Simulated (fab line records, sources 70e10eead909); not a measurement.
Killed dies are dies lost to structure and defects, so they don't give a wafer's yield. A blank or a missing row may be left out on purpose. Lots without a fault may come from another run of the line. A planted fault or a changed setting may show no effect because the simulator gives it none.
A struck lot beside a sound one | flow nand_harc | 42 steps out of a route of 1302
Sound: wafers L828.3, L828.5, L828.6. Struck: wafers L834.1, L834.4, L834.5. The cause comes at the end.
At each step with rows: each side's tool, then ch and its chambers, then its first start. Under that, the readings that differ: sound wafers | struck wafers | difference of the means | sigmas: that difference in standard deviations of wafers without a fault.
alike: readings whose means differ by less than 2 such deviations, and words and numbers that are the same on both sides. not compared: withheld readings, readings that some wafer has no value for, bounds like >300 that may hide the same value, and numbers for which the record gives no deviation and whose values overlap.
The two part at a step that has a row with sigmas, a row that says differs or no value, or rows on one side only. Numbers that don't overlap but have no deviation are shown without sigmas and don't part them. A reading that every wafer of one side lacks parts them only if that side has two wafers or more.

first, 4 steps without rows for these wafers: NHARC_THIN_TSV_EBR_08; NHARC_THIN_TSV_EXPOSE_09 (exposes mask TSV); NHARC_THIN_TSV_PEB_10 (peb time 85 s); NHARC_THIN_TSV_DEVELOP_11 (time 70 s).
NHARC_THIN_TSV_CD_MEAS_12: target cd 1000 nm.
  sound on cd_sem-01 ch 0, day 23 23:33; struck on cd_sem-01 ch 0, day 26 15:23
  alike: cd_nm
then, 2 steps without rows for these wafers: NHARC_THIN_TSV_HARDBAKE_13 (time 80 s); NHARC_THIN_TSV_DESCUM_14 (chemistry O2, time 3 s).
NHARC_THIN_TSV_ETCH_44: etches the open film in CF4/O2, target depth 1594.2 nm, time 797.1 s.
  sound on rie_diel-09 ch 0,3, day 23 23:52; struck on rie_diel-03 ch 1,2,3, day 26 15:38
  alike: drypump_motor_current_A, oes_product_au, rf_vpp_V, showerhead_plenum_p_Torr, throttle_valve_pct
  not compared: rf_hours_counter_h
then, 1 step without rows for these wafers: NHARC_THIN_TSV_ETCH_15 (target depth 3000 nm, bosch target overetch cycles 2, bosch etch step 2.8 s).
NHARC_THIN_TSV_CD_MEAS_16:
  sound on cd_sem-02, day 24 00:31; struck on cd_sem-01, day 26 16:20
  alike: cd_nm
then, 2 steps without rows for these wafers: NHARC_THIN_TSV_STRIP_45 (strips in O2); NHARC_THIN_TSV_STRIP_46 (strips in post etch residue remover, time 1200 s).
NHARC_THIN_TSV_DEP_47: deposits SiO2, target thk 200 nm.
  sound on pecvd-01 ch 1,2, day 24 01:26; struck on pecvd-02 ch 1,2, day 26 17:13
  alike: throttle_valve_pct
then, 5 steps without rows for these wafers: NHARC_THIN_TSV_ETCHBACK_48 (etches the open film in C4F8/Ar, target depth 1028.5 nm, time 405.17 s); NHARC_THIN_TSV_STRIP_62 (strips in N2/H2, time 20 s); NHARC_THIN_TSV_DEGAS_49 (time 120 s); NHARC_THIN_TSV_PRE_CLEAN_50 (time 30 s); NHARC_THIN_TSV_PVD_19 (deposits TaN, target thk 20 nm).
NHARC_THIN_TSV_PVD_51: deposits Cu, target thk 100 nm.
  sound on pvd_sputter-03; struck on pvd_sputter-03
  alike: throttle_valve_pct
then, 1 step without rows for these wafers: NHARC_THIN_TSV_ECD_20 (material Cu, target thk 2000 nm).
NHARC_THIN_TSV_ANNEAL_52: time 90 s.
  sound on rtp_anneal-01 ch 0, day 24 03:38; struck on rtp_anneal-01 ch 0, day 26 19:28
  alike: anneal_temp_c, wafer_temp_C_max
then, 2 steps without rows for these wafers: NHARC_THIN_TSV_CMP_21 (polishes, t overpolish 30 s, target thk 2000 nm); NHARC_THIN_TSV_SRD_23.
NHARC_THIN_TSV_DEGAS_53: time 60 s.
  sound on pvd_sputter-03, day 24 04:20; struck on pvd_sputter-01, day 26 20:16
  reading            | sound       | struck      | difference | sigmas
  heater_power_w (W) | 427 438 427 | 425 598 580 | +104       | +2
then, 11 steps without rows for these wafers: NHARC_THIN_TSV_PRE_CLEAN_54 (time 30 s); NHARC_THIN_TSV_PVD_55 (deposits TiN, target thk 50 nm); NHARC_THIN_TSV_PVD_24 (deposits Al, target thk 800 nm); NHARC_THIN_TSV_DEHYDRATE_25 (time 120 s); NHARC_THIN_TSV_HMDS_26 (time 30 s); NHARC_THIN_TSV_COAT_27; NHARC_THIN_TSV_SOFTBAKE_28 (time 95 s); NHARC_THIN_TSV_EBR_29; NHARC_THIN_TSV_EXPOSE_30 (exposes mask PAD); NHARC_THIN_TSV_PEB_31 (peb time 85 s); NHARC_THIN_TSV_DEVELOP_32 (time 70 s).
NHARC_THIN_TSV_CD_MEAS_33: target cd 5000 nm.
  sound on cd_sem-02 ch 0, day 24 05:29; struck on cd_sem-03 ch 0, day 26 21:17
  alike: cd_nm
then, 2 steps without rows for these wafers: NHARC_THIN_TSV_HARDBAKE_34 (time 80 s); NHARC_THIN_TSV_DESCUM_35 (chemistry O2, time 3 s).
NHARC_THIN_TSV_ETCH_59: etches the open film in Cl2/BCl3, target depth 880 nm, time 138.1 s.
  sound on rie_metal-01 ch 0,1, day 24 05:53; struck on rie_metal-01 ch 0,1, day 26 21:36
  alike: drypump_motor_current_A, oes_product_au, throttle_valve_pct
  not compared: rf_hours_counter_h
then, 2 steps without rows for these wafers: NHARC_THIN_TSV_ETCH_36 (etches the open film in Cl2/BCl3, target depth 65 nm, time 18.571 s); NHARC_THIN_TSV_STRIP_56 (strips in O2).
NHARC_END_SORT_01:
  the record has rows for the struck wafers here (prober-02 ch 0, day 27 07:36) and none for the sound ones

WHERE THEY PART
First at NHARC_THIN_TSV_DEGAS_53; last, within this record, at NHARC_END_SORT_01.

WHY: what the simulator had put in
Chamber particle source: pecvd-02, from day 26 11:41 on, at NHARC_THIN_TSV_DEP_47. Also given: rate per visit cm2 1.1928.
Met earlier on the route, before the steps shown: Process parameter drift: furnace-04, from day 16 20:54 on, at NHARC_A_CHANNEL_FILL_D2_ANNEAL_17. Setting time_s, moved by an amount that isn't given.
